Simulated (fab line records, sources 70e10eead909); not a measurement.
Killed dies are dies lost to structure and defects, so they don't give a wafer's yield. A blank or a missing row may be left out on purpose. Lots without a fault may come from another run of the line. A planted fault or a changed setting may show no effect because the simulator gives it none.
Problem report in the 8D (eight disciplines) form, filled by code | flow nand_harc | the parts of the form that need people (team, actions taken, sign-off) are left out

1. THE PROBLEM
overlay_x_nm at NHARC_A_CONTACT_OVL_MEAS_09 reads a mean of 8.1 nm on 6 wafers of 2 lots; wafers without a fault read -0.1 nm with a standard deviation of 0.9. That is +9.1 standard deviations from the usual mean.
First seen on wafer L832.2, day 25 11:29, on overlay-01. The record holds 33 wafers of 11 lots with a number at this step. Rule for "out", or "out of limits": more than 4 standard deviations from the usual mean. The other wafers with a number count as sound.

2. WHAT IT IS AND WHAT IT IS NOT
question                    | is                     | is not
which readings at this step | overlay_x_nm           | overlay_y_nm
which lots                  | L832, L836             | L825, L838, L839, L840, L841, L842, L844, L846, L847
which wafers of those lots  | all that have a number | -
read on which gauges        | overlay-01             | overlay-02
when                        | from day 25 11:29      | up to then (3 sound wafers); but 24 sound wafers of L838, L839, L840, L841, L842, L844, L846, L847 came after

3. SUSPECTS, AND WHAT RULES EACH OUT
Counting: a tool at a process step up to the reading stays a suspect if it ran every lot that is out and no sound lot after the first of them.
- the gauge at NHARC_A_CONTACT_OVL_MEAS_09: kept. All the wafers that are out were read on overlay-01, and no step on other tools shows them out.
- arfi_scanner-01 at NHARC_A_CONTACT_EXPOSE_05 (exposes mask A CC): kept. It ran every lot that is out, first L832 (day 25 11:15), and no sound lot after that.
Left after counting: arfi_scanner-01 at NHARC_A_CONTACT_EXPOSE_05, overlay-01 at NHARC_A_CONTACT_OVL_MEAS_09.

4. THE CAUSE (what the simulator had put in)
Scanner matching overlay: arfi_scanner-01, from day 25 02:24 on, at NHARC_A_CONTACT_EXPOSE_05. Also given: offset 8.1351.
Counting left 2 suspects, and this tool is among them.

5. THE CHAIN OF EFFECTS, in route order
Each row: a reading whose mean over the struck wafers that have a number lies more than 3 standard deviations from the usual. Only readings for which the record gives a usual standard deviation are gone through. hours: the time from each lot's start at the first step in this table that gives one to its start at this step, as a median over the lots. sigmas: the change in usual standard deviations.
hours | step                        | reading      | usual   | on struck wafers | change | sigmas
0     | NHARC_A_CONTACT_OVL_MEAS_09 | overlay_x_nm | -0.1 nm | 8.1              | +8.2   | +9.1
Later measuring or inspecting steps at which every struck wafer that the step has a row for has a number for every such reading, and none has moved that far: NHARC_END_SORT_01.

6. WHAT WOULD HAVE CAUGHT IT SOONER
In this record the first reading out of limits at a measuring or inspecting step was taken at day 25 11:29, 9 hours after the fault began at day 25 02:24.
Of the lots that are out (2), L836 began NHARC_A_CONTACT_EXPOSE_05 on arfi_scanner-01 after day 25 11:29. A hold on the tool at that time would have spared it.
